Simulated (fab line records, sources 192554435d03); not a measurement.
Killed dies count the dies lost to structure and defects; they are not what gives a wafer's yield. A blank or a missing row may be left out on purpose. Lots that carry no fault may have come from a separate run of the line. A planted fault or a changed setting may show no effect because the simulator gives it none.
Struck lot and sound lot, side by side    flow n5Finfet    39 steps out of a route of 1938
Sound: wafers L904.1, L904.5, L904.6. Wafers L912.3, L912.6 were the ones struck. The cause is named last.
At each step with rows: each side's tool, then ch and its chambers, then its first start. Under that, the readings that differ: sound wafers    struck wafers    difference of the means    sigmas: that difference in standard deviations of wafers without a fault.
alike: a reading whose means differ by less than 2 such deviations, as well as words and numbers matching on both sides. not compared: withheld readings; readings where some wafer has no value; bounds like >300 that might hide an equal value; numbers whose values overlap and for which the record gives no deviation.
The two part at a step that has a row with sigmas, a row that says differs or no value, or rows on one side only. Numbers that have no deviation but don't overlap get no sigmas and don't part them. A reading that every wafer of one side lacks parts them only if that side has two wafers or more.

first, 12 steps without rows for these wafers: N5_SD_EPI_N_ETCH_35 (etches SOC in N2/H2, overetch 108 nm, time 486 s); N5_SD_EPI_N_STRIP_36 (strips in N2/H2); N5_SD_EPI_N_ETCHBACK_44 (etches SiNx in CH3F/O2, stops on SiO2, target depth 14.5 nm); N5_SD_EPI_N_ETCH_45 (etches SiOCN in CH3F/O2, target depth 6 nm); N5_SD_EPI_N_ETCH_16 (etches SiO2 in CHF3/O2, target depth 5 nm); N5_SD_EPI_N_STRIP_47 (strips in CHF3/O2); N5_SD_EPI_N_SD_RECESS_17 (chemistry HBr/Cl2/O2, target depth 41 nm, time 23.7 s, bt time 3 s); N5_SD_EPI_N_STRIP_38 (strips in N2/H2); N5_SD_EPI_N_WET_ETCH_43 (etches SiO2 in dHF, time 14 s, target depth 1.5 nm); N5_SD_EPI_N_STRIP_18 (strips in SPM, time 750 s); N5_SD_EPI_N_SRD_20 (time 30 s); N5_SD_EPI_N_PRECLEAN_48 (cleans in NF3:NH3, afs cycles 2, time 20 s, sublimation time 60 s).
N5_SD_EPI_N_VAPOR_ETCH_50: etches Si in HCl, time 54 s.
  sound on epiRpcvd-01 ch 0, day 4 10:28; struck on epiRpcvd-01 ch 0, day 6 10:16
reading             sound                 struck  difference                     sigmas
susceptorTempC (C)  775.33 775.32 775.44  - -     no value on the struck wafers  
  alike: throttleValvePct
then, 24 steps without rows for these wafers: N5_SD_EPI_N_EPI_21 (deposits Si:P, time 690 s); N5_SD_EPI_N_PRECLEAN_24 (cleans in O3/DIW, time 60 s); N5_SD_EPI_N_SRD_25 (time 30 s); N5_SD_EPI_N_PRECLEAN_49 (cleans in NF3:NH3, afs cycles 1, time 20 s, sublimation time 60 s); N5_SD_EPI_N_LINER_46 (material SiNx, target thk 3 nm); N5_SD_EPI_P_COAT_34 (time 60 s, resist thk 350 nm); N5_SD_EPI_P_COAT_35 (time 60 s, resist thk 35 nm); N5_SD_EPI_P_COAT_03 (resist thk 150 nm); N5_SD_EPI_P_EBR_05; N5_SD_EPI_P_SOFTBAKE_04 (time 60 s); N5_SD_EPI_P_EXPOSE_06 (exposes mask SD P BLK, target cd 240 nm); N5_SD_EPI_P_PEB_07 (peb time 60 s); N5_SD_EPI_P_DEVELOP_08 (develop time 30 s); N5_SD_EPI_P_DESCUM_14 (chemistry O2, time 7.9 s); N5_SD_EPI_P_ETCH_36 (etches SiARC in CF4, target depth 45.5 nm, time 75.8 s); N5_SD_EPI_P_ETCH_37 (etches SOC in N2/H2, overetch 108 nm, time 486 s); N5_SD_EPI_P_STRIP_38 (strips in N2/H2); N5_SD_EPI_P_ETCHBACK_46 (etches SiNx in CH3F/O2, stops on SiO2, target depth 17.5 nm); N5_SD_EPI_P_ETCH_47 (etches SiOCN in CH3F/O2, target depth 25 nm); N5_SD_EPI_P_ETCH_16 (etches SiO2 in CHF3/O2, target depth 5 nm); N5_SD_EPI_P_STRIP_50 (strips in CHF3/O2); N5_SD_EPI_P_SD_RECESS_17 (chemistry HBr/Cl2/O2, target depth 39.1 nm, bt time 3 s); N5_SD_EPI_P_WET_ETCH_45 (etches SiO2 in dHF, time 10.7 s, target depth 2 nm, rinse time 30 s); N5_SD_EPI_P_STRIP_40 (strips in N2/H2).
-- a jump in the record: the struck wafers' starts before and after are 6 days apart (it breaks off in module SD_EPI_P and resumes in module BEOL_M4, where the first step shown is number 1111 of the route) --
N5_BEOL_M4_RC_MEAS_101:
  sound on prober-01 ch 0, day 10 15:33; struck on prober-01 ch 0, day 12 00:13
reading          sound           struck     difference  sigmas
IOFF_N (nA/um)   0.17 0.17 0.18  0.13 0.09  -0.06       -2
ION_N (uA/um)    687 682 686     649 630    -46         -4
REXT_N (ohm.um)  75.0 74.5 74.9  86.5 87.5  +12.2       +8
VT_N_LVT (mV)    98 99 97        103 109    +8          +2
  alike: DIBL_N, DIBL_P, IOFF_P, ION_P, SS_N, SS_P, VT_N, VT_P
-- record jumps: 5 days separate the struck wafers' starts on either side; left off in module BEOL_M4, taken up again in module PASSIVATION, whose first shown step is the route's number 1936 --
N5_PASSIVATION_PROBE_49:
  only the struck wafers here have rows in the record (prober-01, day 16 12:40); the sound ones have none

WHERE THEY PART
At N5_SD_EPI_N_VAPOR_ETCH_50 first; at N5_PASSIVATION_PROBE_49 last (within this record only).

WHY: the cause the simulator had injected
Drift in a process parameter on epiRpcvd-01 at N5_SD_EPI_N_VAPOR_ETCH_50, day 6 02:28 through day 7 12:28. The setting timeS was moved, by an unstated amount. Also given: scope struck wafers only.
